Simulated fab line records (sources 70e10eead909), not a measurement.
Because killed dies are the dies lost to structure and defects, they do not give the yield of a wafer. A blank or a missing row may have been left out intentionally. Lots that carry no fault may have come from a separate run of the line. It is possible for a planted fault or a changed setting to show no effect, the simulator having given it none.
A lot that was struck, set against a sound lot -- flow nandHarc -- 31 out of 1302 route steps
Sound: these wafers, L116.1, L116.2, L116.6. Wafers L121.1, L121.2, L121.3 were the ones struck. Last of all comes the cause.
Each step with rows lists, per side, the tool, then ch with its chambers, then its first start. Under that, the readings that differ: sound wafers -- struck wafers -- difference of the means -- sigmas: that difference in standard deviations of wafers without a fault.
alike: a reading whose means differ by less than 2 such deviations, as well as words and numbers matching on both sides. not compared: withheld readings; readings where some wafer has no value; bounds like >300 that might hide an equal value; numbers whose values overlap and for which the record gives no deviation.
Wherever a step has rows on one side only, a row that says differs or no value, or a row with sigmas, the two part there. When numbers do not overlap yet have no deviation, they are printed without sigmas and do not part them. Lack of a reading on every wafer of one side parts them only where that side has two or more wafers.

first, 1 step without rows for these wafers: NHARC_A_ONON_D1_DEP_12 (target thk 1000 nm).
NHARC_A_ONON_D1_THK_MEAS_14: measures by ellipsometry.
  sound on filmMetro-01, day 8 18:15; struck on filmMetro-02, day 11 10:56
  alike: thkNm
then, 2 steps without rows for these wafers: NHARC_A_ONON_D1_ANNEAL_15 (time 3600 s); NHARC_A_ONON_D1_DEP_16 (target thk 1000 nm).
NHARC_A_ONON_D1_THK_MEAS_18: measures by ellipsometry.
  sound on filmMetro-01, day 9 03:49; struck on filmMetro-02, day 11 19:50
  alike: thkNm
then NHARC_A_ONON_D1_DEP_19 (target thk 1000 nm), 1 step lacking rows for these wafers.
NHARC_A_ONON_D1_THK_MEAS_21: measures by ellipsometry.
  sound on filmMetro-01, day 9 04:23; struck on filmMetro-02, day 11 20:24
  alike: thkNm
then NHARC_A_ONON_D1_DEP_22 (target thk 1000 nm), 1 step lacking rows for these wafers.
NHARC_A_ONON_D1_THK_MEAS_24: measures by ellipsometry.
  sound on filmMetro-01, day 9 04:57; struck on filmMetro-02, day 11 20:58
  alike: thkNm
then NHARC_A_ONON_D1_DEP_25 (target thk 1000 nm), 1 step lacking rows for these wafers.
NHARC_A_ONON_D1_THK_MEAS_27: measures by ellipsometry.
  sound on filmMetro-01, day 9 05:31; struck on filmMetro-02, day 11 21:32
  alike: thkNm
NHARC_A_ONON_D1_DEP_28: target thk 1000 nm.
  sound on pecvdOnon-04 ch 0, day 9 05:34; struck on pecvdOnon-01 ch 0, day 11 21:35
NHARC_A_ONON_D1_THK_MEAS_30: measures by ellipsometry.
  sound on filmMetro-02, day 9 06:05; struck on filmMetro-01, day 11 22:05
  alike: thkNm
NHARC_A_ONON_D1_DEP_33: deposits SiO2, target thk 200 nm.
  sound on pecvd-02 ch 0,1,2, day 9 06:08; struck on pecvd-01 ch 0,1,2, day 11 22:09
  alike: heaterPowerW, mfcPrecursorSccm, throttleValvePct
NHARC_A_ONON_D1_THK_MEAS_34: measures by ellipsometry.
  sound on filmMetro-02, day 9 06:33; struck on filmMetro-02, day 11 22:34
  alike: thkNm
NHARC_A_ONON_D1_INSPECT_32:
  sound on defectInspect-02, day 9 06:37; struck on defectInspect-02, day 11 22:49
reading,sound,struck,difference,sigmas
rawDefectCount,34 53 61,681 704 746,+661,+24
  not compared: hold
NHARC_A_CHANNEL_HOLE_D1_DEP_00: deposits aC, target thk 3100 nm.
  sound on aclDep-02 ch 0, day 9 10:35; struck on aclDep-03 ch 0, day 12 00:20
reading,sound,struck,difference,sigmas
hold,- - -,awaitDispo/1.4h/release awaitDispo/1.4h/release awaitDispo/1.4h/release,no value on the sound wafers,
  alike: throttleValvePct
NHARC_A_CHANNEL_HOLE_D1_DEP_01: deposits SiON, target thk 140 nm.
  sound on pecvd-03 ch 1,2, day 9 12:31; struck on pecvd-02 ch 0,1,2, day 12 02:14
  alike: heaterPowerW
then, 10 steps without rows for these wafers: NHARC_A_CHANNEL_HOLE_D1_DEHYDRATE_02 (time 120 s); NHARC_A_CHANNEL_HOLE_D1_HMDS_03 (time 30 s); NHARC_A_CHANNEL_HOLE_D1_COAT_36 (time 75 s); NHARC_A_CHANNEL_HOLE_D1_COAT_37 (time 65 s); NHARC_A_CHANNEL_HOLE_D1_COAT_04 (resist thk 90 nm); NHARC_A_CHANNEL_HOLE_D1_SOFTBAKE_05 (time 55 s); NHARC_A_CHANNEL_HOLE_D1_EBR_06; NHARC_A_CHANNEL_HOLE_D1_EXPOSE_07 (exposes mask HOLE D1, target cd 100 nm); NHARC_A_CHANNEL_HOLE_D1_PEB_08 (peb time 65 s); NHARC_A_CHANNEL_HOLE_D1_DEVELOP_09 (develop time 35 s).
NHARC_A_CHANNEL_HOLE_D1_CD_MEAS_10: the cd target is 100 nm.
  sound on cdSem-02 ch 0, day 9 13:14; struck on cdSem-02 ch 0, day 12 02:58
  alike: cdNm
NHARC_A_CHANNEL_HOLE_D1_OVL_MEAS_11:
  sound on overlay-01, day 9 13:19; struck on overlay-01, day 12 03:03
  alike: overlayXNm, overlayYNm
then, 1 step without rows for these wafers: NHARC_END_SORT_01.

== WHERE THEY PART ==
At NHARC_A_ONON_D1_INSPECT_32 first; at NHARC_A_CHANNEL_HOLE_D1_DEP_00 last (within this record only). Later steps at which nothing parts them and some readings are alike: NHARC_A_CHANNEL_HOLE_D1_DEP_01, NHARC_A_CHANNEL_HOLE_D1_CD_MEAS_10, NHARC_A_CHANNEL_HOLE_D1_OVL_MEAS_11.

WHY: whatever the simulator had introduced
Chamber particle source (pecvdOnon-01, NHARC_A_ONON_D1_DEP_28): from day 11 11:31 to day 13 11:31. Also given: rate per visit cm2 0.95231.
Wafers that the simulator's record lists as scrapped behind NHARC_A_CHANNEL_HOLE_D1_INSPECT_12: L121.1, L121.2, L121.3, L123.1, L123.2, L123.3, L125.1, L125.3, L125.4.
